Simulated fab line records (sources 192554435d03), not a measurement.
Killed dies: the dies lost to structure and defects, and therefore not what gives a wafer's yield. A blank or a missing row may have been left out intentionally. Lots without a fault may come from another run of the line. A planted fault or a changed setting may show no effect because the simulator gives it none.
Struck lot and sound lot, side by side + flow n5Finfet + 24 out of 1938 route steps
Sound: the wafers L285.3, L285.4, L285.5. Wafers struck: L280.3, L280.5, L280.6. The cause is given at the end.
Order at every step that has rows: each side's tool, ch and its chambers, its first start. Under that, the readings that differ: sound wafers + struck wafers + difference of the means + sigmas: that difference in standard deviations of wafers without a fault.
alike: a reading whose means differ by less than 2 such deviations, as well as words and numbers matching on both sides. not compared: withheld readings; readings where some wafer has no value; bounds like >300 that might hide an equal value; numbers whose values overlap and for which the record gives no deviation.
A row with sigmas, a row that says differs or no value, or rows on one side alone: a step with any of these is where the two part. Non-overlapping numbers with no deviation appear without sigmas and do not part them. Lack of a reading on every wafer of one side parts them only where that side has two or more wafers.

first, 9 steps without rows for these wafers: N5_BEOL_M3_PEB_09 (peb time 60 s); N5_BEOL_M3_DEVELOP_10 (develop time 30 s); N5_BEOL_M3_DESCUM_16 (chemistry O2, time 7 s); N5_BEOL_M3_ETCH_74 (etches underlayer in N2/H2, target depth 6.5 nm, time 5.2 s); N5_BEOL_M3_ETCH_63 (etches SiARC in CF4, target depth 15.6 nm, time 26 s); N5_BEOL_M3_ETCH_64 (etches SOC in N2/H2, target depth 75 nm, overetch 15 nm, time 112.5 s); N5_BEOL_M3_STRIP_65 (strips in N2/H2); N5_BEOL_M3_STRIP_75 (strips in N2/H2); N5_BEOL_M3_STRIP_66 (strips in CF4).
N5_BEOL_M3_HM_OPEN_17: chemistry Cl2/BCl3, target TiN, target depth 20 nm, overetch 6 nm.
  sound on rieMetal-03 ch 0,1, day 11 00:14; struck on rieMetal-01 ch 0,1, day 10 06:49
  alike: drypumpMotorCurrentA, oesProductAu, throttleValvePct
  not compared: rfHoursCounterH
then, 10 steps without rows for these wafers: N5_BEOL_M3_STRIP_19 (strips in O2); N5_BEOL_M3_COAT_67 (time 60 s, resist thk 60 nm); N5_BEOL_M3_COAT_68 (time 60 s, resist thk 12 nm); N5_BEOL_M3_COAT_76 (time 60 s, resist thk 5 nm); N5_BEOL_M3_COAT_22 (resist thk 30 nm); N5_BEOL_M3_EBR_24; N5_BEOL_M3_SOFTBAKE_23 (time 60 s); N5_BEOL_M3_EXPOSE_25 (exposes mask V2, defocus 5 nm); N5_BEOL_M3_PEB_26 (peb time 60 s); N5_BEOL_M3_DEVELOP_27 (develop time 30 s).
N5_BEOL_M3_INSPECT_30: inspects for defects (brightfield).
  sound on defectInspect-02 at day 11 00:48; struck on defectInspect-01 at day 10 07:35
| reading        | sound       | struck      | difference | sigmas |
|----------------|-------------|-------------|------------|--------|
| rawDefectCount | 294 365 422 | 771 657 794 | +380       | +4     |
then, 1 step without rows for these wafers: N5_BEOL_M3_DESCUM_33 (chemistry O2, time 7 s).
N5_BEOL_M4_RC_MEAS_101:
  sound on prober-02 ch 0, day 12 00:31; struck on prober-01 ch 0, day 11 02:27
| reading       | sound       | struck      | difference | sigmas |
|---------------|-------------|-------------|------------|--------|
| ION_P (uA/um) | 441 449 441 | 466 465 458 | +19        | +2     |
| VT_N (mV)     | 262 253 256 | 250 248 248 | -8         | -3     |
  alike: DIBL_N, DIBL_P, IOFF_N, IOFF_P, ION_N, SS_N, SS_P, VT_P
-- a jump in the record: the struck wafers' starts before and after are 4 days apart (it breaks off in module BEOL_M4 and resumes in module PASSIVATION, where the first step shown is number 1936 of the route) --
N5_PASSIVATION_PROBE_49:
  sound on prober-01 at day 16 10:08; struck on prober-02 at day 15 07:07
| reading                 | sound          | struck         | difference | sigmas |
|-------------------------|----------------|----------------|------------|--------|
| defectLimitedYield (%)  | 93.2 93.9 91.4 | 89.4 84.0 84.6 | -6.8       | -5     |
| killed_at_M0_to_M3      | 29 27 22       | 86 116 116     | +80        | +7     |
| killedDies              | 80 72 102      | 125 189 182    | +81        | +4     |
| killedOnRim             | 4 11 9         | 27 28 27       | +19        | +5     |
| sort_bin_5_function (%) | 4.3 3.3 4.5    | 5.9 10.4 10.3  | +4.8       | +5     |
| sortNPass               | 1099 1108 1078 | 1055 991 998   | -80        | -4     |
| sortYieldPct (%)        | 93.1 93.9 91.4 | 89.4 84.0 84.6 | -6.8       | -4     |
  alike: killed_at_M4_up, killedAtContacts, killedAtFrontEnd, killedAtOther, killedOpen, killedShort, sort_bin_6_memory, sort_bin_8_speed

== WHERE THEY PART ==
Earliest at N5_BEOL_M3_INSPECT_30; latest, in this record, at N5_PASSIVATION_PROBE_49.

WHY: what had been put in by the simulator
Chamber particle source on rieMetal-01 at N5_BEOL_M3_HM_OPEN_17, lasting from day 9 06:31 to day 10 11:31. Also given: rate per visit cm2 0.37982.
